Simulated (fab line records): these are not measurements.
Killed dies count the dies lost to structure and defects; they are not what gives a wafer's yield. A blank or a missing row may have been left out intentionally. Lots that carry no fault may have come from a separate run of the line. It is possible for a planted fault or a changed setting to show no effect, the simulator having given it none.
Problem report in the 8D (eight disciplines) form, filled by code / flow nand harc / the parts of the form that need people (team, actions taken, sign-off) are left out

## 1. THE ISSUE
killed at array at NHARC_END_SORT_01 reads a mean of 492 on 2 wafers of 2 lots; wafers without a fault read 27 with a standard deviation of 8.8. That puts it +53 standard deviations away from the usual mean.
First seen on wafer L903.2, day 22 02:11, on prober-02. The record holds 39 wafers of 13 lots with a number at this step. By rule, "out" or "out of limits" means more than 4 standard deviations away from the usual mean. Any other wafer with a number is counted as sound.

## 2. WHAT IT IS, WHAT IT ISN'T
question=which readings at this step | is=killed at array, killed dies | is not=killed at other, killed at periphery, killed open, killed short
question=which lots | is=L902, L903 | is not=L890, L891, L892, L893, L895, L896, L899, L909, L911, L912, L913
question=which wafers of those lots | is=L902.3, L903.2 | is not=L902.4, L902.5, L903.1, L903.6
question=read on which gauges | is=prober-01, prober-02 | is not=-
question=when | is=from day 22 02:11 | is not=up to then (22 sound wafers); but 15 sound wafers of L902, L903, L909, L911, L912, L913 came after

## 3. THE SUSPECTS, EACH WITH WHAT RULES IT OUT
Counting: a tool at a process step up to the reading stays a suspect if it ran every lot that is out. Sound lots after the first of them don't rule it out here, since some wafers of a struck lot are sound.
- the gauge at NHARC_END_SORT_01 has been ruled out. The wafers that are out were read on 2 gauges (prober-01, prober-02).
- har cap etch-03 at NHARC_A_CONTACT_ETCH_134 (etches the open film in C4F8/O2/Ar, time 140 s, target depth 700 nm): kept. It processed each lot that is out (first: L903, day 19 20:38); up to then, its last sound lot is L890 (day 17 08:13).
- har cap etch-03 at NHARC_A_CONTACT_ETCH_139 (etches the open film in C4F8/O2/Ar, time 137 s, target depth 590 nm): kept. It processed each lot that is out (first: L903, day 19 21:19); up to then, its last sound lot is L890 (day 17 08:55).
- rie diel-11 at NHARC_A_CONTACT_ETCH_98 (etches the open film in C4F6/O2, target depth 20 nm, time 10 s): kept. It processed each lot that is out (first: L903, day 19 21:52); up to then, its last sound lot is L895 (day 18 11:04). Out on those wafers are its own readings of oes product au.
- In rie diel-11 at NHARC_A_CONTACT_ETCH_98, the wafers that are out were processed in chamber 2 and their sound lot-mates in chambers 0, 1, 3.
har cap etch-03 at NHARC_A_CONTACT_ETCH_134, har cap etch-03 at NHARC_A_CONTACT_ETCH_139 and rie diel-11 at NHARC_A_CONTACT_ETCH_98 are what is left after counting.

## 4. THE CAUSE (what the simulator had put in)
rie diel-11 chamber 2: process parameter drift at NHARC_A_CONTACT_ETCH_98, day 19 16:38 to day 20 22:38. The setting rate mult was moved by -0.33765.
Counting leaves 3 suspects; this tool is one of them.

## 5. THE EFFECT CHAIN, in route order
Rows list readings where the struck wafers' mean (over those with a number) sits beyond 3 standard deviations from the usual. Readings are gone through only where the record gives a usual standard deviation; hours: the median, over the lots, of the time from a lot's start at the first step in this table giving one to that lot's start at this step; sigmas: the change measured in usual standard deviations.
hours=0; step=NHARC_A_CONTACT_ETCH_98; reading=oes product au; usual=0.956 a.u.; on struck wafers=0.754; change=-0.202; sigmas=-11
hours=51; step=NHARC_END_SORT_01; reading=killed at array; usual=27; on struck wafers=492; change=+465; sigmas=+53
hours=51; step=NHARC_END_SORT_01; reading=killed dies; usual=31; on struck wafers=494; change=+463; sigmas=+53
It contains these process steps:
- NHARC_A_CONTACT_ETCH_98: etches the open film in C4F6/O2, target depth 20 nm, time 10 s.

## 6. WHAT WOULD HAVE CAUGHT IT SOONER
In this record the first reading out of limits at a measuring or inspecting step was taken at day 22 02:11, 58 hours after the fault began at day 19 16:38.
Tool's own readings at NHARC_A_CONTACT_ETCH_98, oes product au: out on all struck wafers the step has rows for; an alarm limit on them would have tripped on the first.
By day 22 02:11, every lot that is out (2) had started NHARC_A_CONTACT_ETCH_98 on rie diel-11. None of them would have been spared by holding the tool at that moment.
